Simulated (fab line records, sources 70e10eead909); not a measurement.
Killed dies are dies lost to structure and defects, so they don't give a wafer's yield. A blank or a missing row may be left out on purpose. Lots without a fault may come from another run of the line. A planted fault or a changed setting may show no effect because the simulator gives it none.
A struck lot beside a sound one | flow nand_harc | 36 steps out of a route of 1159
Sound: wafers L887.3, L887.4, L887.6. Struck: wafers L897.2, L897.4, L897.5. The cause comes at the end.
At each step with rows: each side's tool, then ch and its chambers, then its first start. Under that, the readings that differ: sound wafers | struck wafers | difference of the means | sigmas: that difference in standard deviations of wafers without a fault.
alike: readings whose means differ by less than 2 such deviations, and words and numbers that are the same on both sides. not compared: withheld readings, readings that some wafer has no value for, bounds like >300 that may hide the same value, and numbers for which the record gives no deviation and whose values overlap.
The two part at a step that has a row with sigmas, a row that says differs or no value, or rows on one side only. Numbers that don't overlap but have no deviation are shown without sigmas and don't part them. A reading that every wafer of one side lacks parts them only if that side has two wafers or more.

first, 4 steps without rows for these wafers: NHARC_A_WL_FILL_STRIP_28 (strips in post etch residue remover, time 1200 s); NHARC_A_WL_FILL_PRECLEAN_06 (cleans in DIW, time 300 s); NHARC_A_WL_FILL_SRD_07; NHARC_A_WL_FILL_ANNEAL_08 (time 1800 s).
NHARC_A_WL_FILL_ALD_10: deposits SiO2, target thk 50 nm, pulse time 10 s, ald cycles 500.
  sound on ald_hk-04 ch 1,2,3, day 17 18:53; struck on ald_hk-02 ch 1,2, day 20 14:59
  alike: heater_power_outer_w, heater_power_w, precursor_pulse_height_rel, susceptor_temp_C
NHARC_A_WL_FILL_ETCHBACK_16: etches the open film in C4F8/O2/Ar, target depth 88 nm, time 17.6 s.
  sound on rie_diel-10 ch 0,2; struck on rie_diel-11 ch 1,2
  reading               | sound             | struck            | difference | sigmas
  oes_product_au (a.u.) | 0.987 1.001 1.012 | 0.939 0.925 0.922 | -0.071     | -2
  alike: rf_vpp_V
  not compared: rf_hours_counter_h
then, 1 step without rows for these wafers: NHARC_A_WL_FILL_STRIP_29 (strips in O2, time 20 s).
NHARC_A_WL_FILL_ETCHBACK_17: etches the open film in Cl2/BCl3, target depth 4 nm, time 26.7 s.
  sound on rie_metal-03 ch 0,1, day 17 23:44; struck on rie_metal-01 ch 0,1, day 20 19:20
  alike: drypump_motor_current_A, oes_product_au
  not compared: rf_hours_counter_h
then, 3 steps without rows for these wafers: NHARC_A_WL_FILL_PRECLEAN_18 (cleans in dHF, time 30 s); NHARC_A_WL_FILL_SRD_21; NHARC_A_WL_FILL_CVD_23 (deposits poly-Si, target thk 40 nm, time 800 s).
NHARC_A_WL_FILL_ETCHBACK_26: etches the open film in HBr, target depth 52 nm, time 13.3 s.
  sound on rie_si-03 ch 0,1,2, day 18 05:04; struck on rie_si-05 ch 0,3, day 20 23:11
  alike: drypump_motor_current_A, oes_product_au, throttle_valve_pct
  not compared: rf_hours_counter_h
then, 2 steps without rows for these wafers: NHARC_A_WL_FILL_PRECLEAN_30 (cleans in dHF, time 10 s); NHARC_A_WL_FILL_SRD_14.
NHARC_A_WL_FILL_ALD_19: deposits TiN, target thk 2 nm, pulse time 3 s, ald cycles 100.
  sound on ald_metal-01 ch 1,3, day 18 05:24; struck on ald_metal-01 ch 0,2, day 20 23:28
  alike: heater_power_outer_w, heater_power_w, precursor_pulse_height_rel, susceptor_temp_C
then, 16 steps without rows for these wafers: NHARC_A_WL_FILL_CVD_20 (deposits W, target thk 75 nm, time 5064 s); NHARC_A_WL_FILL_CMP_12 (polishes, t overpolish 30 s, target thk 75 nm); NHARC_A_WL_FILL_SRD_31; NHARC_A_CONTACT_DEP_24 (deposits SiO2, target thk 500 nm); NHARC_A_CONTACT_DEP_28 (deposits aC, target thk 3600 nm); NHARC_A_CONTACT_DEP_29 (deposits SiON, target thk 70 nm); NHARC_A_CONTACT_DEHYDRATE_32 (time 120 s); NHARC_A_CONTACT_HMDS_33 (time 30 s); NHARC_A_CONTACT_COAT_34 (time 75 s); NHARC_A_CONTACT_COAT_35 (time 65 s); NHARC_A_CONTACT_COAT_36 (resist thk 90 nm); NHARC_A_CONTACT_SOFTBAKE_37 (time 55 s); NHARC_A_CONTACT_EBR_38; NHARC_A_CONTACT_EXPOSE_39 (exposes mask A CC 3); NHARC_A_CONTACT_PEB_40 (peb time 65 s); NHARC_A_CONTACT_DEVELOP_41 (develop time 35 s).
NHARC_A_CONTACT_CD_MEAS_42: target cd 200 nm.
  sound on cd_sem-02 ch 0, day 18 16:08; struck on cd_sem-01 ch 0, day 21 19:13
  alike: cd_nm
NHARC_A_CONTACT_OVL_MEAS_43:
  sound on overlay-01, day 18 16:13; struck on overlay-01, day 21 19:18
  alike: overlay_x_nm, overlay_y_nm
then, 1 step without rows for these wafers: NHARC_A_CONTACT_DESCUM_47 (chemistry O2, time 3 s).
NHARC_A_CONTACT_ETCH_48: etches the open film in CF4, target depth 39 nm, time 65 s.
  sound on rie_diel-02 ch 0,1,2, day 18 16:25; struck on rie_diel-02 ch 1,2,3, day 21 19:29
  alike: drypump_motor_current_A, oes_product_au, rf_vpp_V, showerhead_plenum_p_Torr, throttle_valve_pct
  not compared: rf_hours_counter_h
-- the record jumps here: 3 days lie between the struck wafers' starts before and after (it left off in module A_CONTACT and takes up again in module END, whose first step shown is number 1159 of the route) --
NHARC_END_SORT_01:
  the record has rows for the struck wafers here (prober-01 ch 0, day 25 02:19) and none for the sound ones

WHERE THEY PART
First at NHARC_A_WL_FILL_ETCHBACK_16; last, within this record, at NHARC_END_SORT_01.

WHY: what the simulator had put in
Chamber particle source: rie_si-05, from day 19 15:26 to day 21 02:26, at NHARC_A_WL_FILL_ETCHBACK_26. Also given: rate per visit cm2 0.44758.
